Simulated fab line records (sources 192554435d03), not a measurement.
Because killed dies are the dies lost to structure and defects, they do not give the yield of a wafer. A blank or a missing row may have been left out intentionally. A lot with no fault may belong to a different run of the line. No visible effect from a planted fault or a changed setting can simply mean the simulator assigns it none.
Comparing a struck lot with a sound one || flow n5-finfet || 19 out of 1938 route steps
Sound: these wafers, L545.3, L545.5, L545.6. Struck: wafers L552.4, L552.5. (L552.1 of the same lot was not struck and is left out.) The cause comes at the end.
For every step that has rows: the tool of each side, followed by ch and its chambers, followed by its first start. Under that, the readings that differ: sound wafers || struck wafers || difference of the means || sigmas: that difference in standard deviations of wafers without a fault.
alike: readings with means less than 2 such deviations apart, plus words and numbers identical on both sides. not compared: withheld readings, readings lacking a value on some wafer, bounds such as >300 that could conceal the same value, and numbers that have no deviation in the record and whose values overlap.
A row with sigmas, a row that says differs or no value, or rows on one side alone: a step with any of these is where the two part. Numbers that have no deviation but don't overlap get no sigmas and don't part them. A reading missing from all wafers of one side parts the sides only when that side holds two or more wafers.

first, 6 steps without rows for these wafers: N5_BEOL_M1_COAT_05 (resist thk 30 nm); N5_BEOL_M1_EBR_07; N5_BEOL_M1_SOFTBAKE_06 (time 60 s); N5_BEOL_M1_EXPOSE_08 (exposes mask M1); N5_BEOL_M1_PEB_09 (peb time 60 s); N5_BEOL_M1_DEVELOP_10 (develop time 30 s).
N5_BEOL_M1_CD_MEAS_11 targets a cd of 17.05 nm.
  sound on cd-sem-01 ch 0, day 6 21:02; struck on cd-sem-03 ch 0, day 8 11:54
  alike: cd-nm
N5_BEOL_M1_OVL_MEAS_12:
  sound on overlay-01 ch 0, day 6 21:05; struck on overlay-01 ch 0, day 8 11:56
  alike: M1_OVL
N5_BEOL_M1_INSPECT_13: inspects for defects (brightfield).
  sound: defect-inspect-01 at day 6 21:08; struck: defect-inspect-02 at day 8 11:59
  alike: raw-defect-count
N5_BEOL_M1_DESCUM_16: chemistry O2, time 7 s.
  sound on rie-diel-03 ch 2,3, day 6 21:14; struck on rie-diel-01 ch 0, day 8 12:01
  alike: drypump-motor-current-A, oes-product-au, rf-vpp-V, showerhead-plenum-p-Torr, throttle-valve-pct
  not compared: rf-hours-counter-h
N5_BEOL_M1_ETCH_74: etches underlayer in N2/H2, target depth 6.5 nm, time 5.2 s.
  sound on rie-diel-03 ch 2,3, day 6 21:17; struck on rie-diel-01 ch 0, day 8 12:04
  alike: drypump-motor-current-A, etch-rf-on-time-s, oes-product-au, rf-vpp-V, showerhead-plenum-p-Torr, throttle-valve-pct
  not compared: rf-hours-counter-h
N5_BEOL_M1_ETCH_63: etches SiARC in CF4, target depth 15.6 nm, time 26 s.
  sound on rie-diel-03 ch 2,3, day 6 21:17; struck on rie-diel-01 ch 0, day 8 12:04
  alike: drypump-motor-current-A, etch-rf-on-time-s, oes-product-au, rf-vpp-V, showerhead-plenum-p-Torr, throttle-valve-pct
  not compared: rf-hours-counter-h
N5_BEOL_M1_ETCH_64: etches SOC in N2/H2, target depth 75 nm, overetch 15 nm, time 112.5 s.
  sound on rie-diel-03 ch 2,3, day 6 21:19; struck on rie-diel-01 ch 0, day 8 12:06
{"reading": "model.SiARC_of_BEOL_M1_COAT_62.thk-nm (nm)", "sound": "6.8 7 6.8", "struck": "6.2 6.2", "difference": -0.7, "sigmas": ""}
  alike: drypump-motor-current-A, oes-product-au, rf-vpp-V, showerhead-plenum-p-Torr, throttle-valve-pct
  not compared: rf-hours-counter-h
then, 2 steps without rows for these wafers: N5_BEOL_M1_STRIP_65 (strips in N2/H2); N5_BEOL_M1_STRIP_75 (strips in N2/H2).
N5_BEOL_M1_STRIP_66: strips in CF4.
  sound on rie-diel-03 ch 2,3, day 6 21:27; struck on rie-diel-01 ch 0, day 8 12:14
  alike: drypump-motor-current-A, oes-product-au, rf-vpp-V, showerhead-plenum-p-Torr, throttle-valve-pct
  not compared: rf-hours-counter-h
N5_BEOL_M1_HM_OPEN_17: chemistry Cl2/BCl3, target TiN, target depth 20 nm, overetch 6 nm.
  sound on rie-metal-01 ch 0,1, day 6 21:31; struck on rie-metal-03 ch 0,1, day 8 12:16
{"reading": "model.etch.depth-nm (nm)", "sound": "20.05 19.63 20.05", "struck": "18.64 18.65", "difference": -1.27, "sigmas": ""}
{"reading": "model.BEOL_M1.cd-offset-nm (nm)", "sound": "-0.2 0 -0.2", "struck": "0.4 0.4", "difference": "+0.5", "sigmas": ""}
  alike: bcl3-flow-sccm, drypump-motor-current-A, oes-product-au, throttle-valve-pct
  not compared: rf-hours-counter-h
N5_BEOL_M1_STRIP_19: strips in O2.
  sound on rie-diel-01 ch 0,2,3, day 6 21:36; struck on rie-diel-01 ch 2,3, day 8 12:31
  alike: drypump-motor-current-A, oes-product-au, rf-vpp-V, showerhead-plenum-p-Torr, throttle-valve-pct
  not compared: rf-hours-counter-h
N5_BEOL_M4_RC_MEAS_101:
  sound on prober-02 ch 0, day 8 16:13; struck on prober-01 ch 0, day 10 10:29
  alike: DIBL_N, DIBL_P, IOFF_N, IOFF_P, ION_N, ION_P, SS_N, SS_P, VT_N, VT_P

## WHERE THEY PART
Nowhere in this record.

WHY: the cause the simulator had injected
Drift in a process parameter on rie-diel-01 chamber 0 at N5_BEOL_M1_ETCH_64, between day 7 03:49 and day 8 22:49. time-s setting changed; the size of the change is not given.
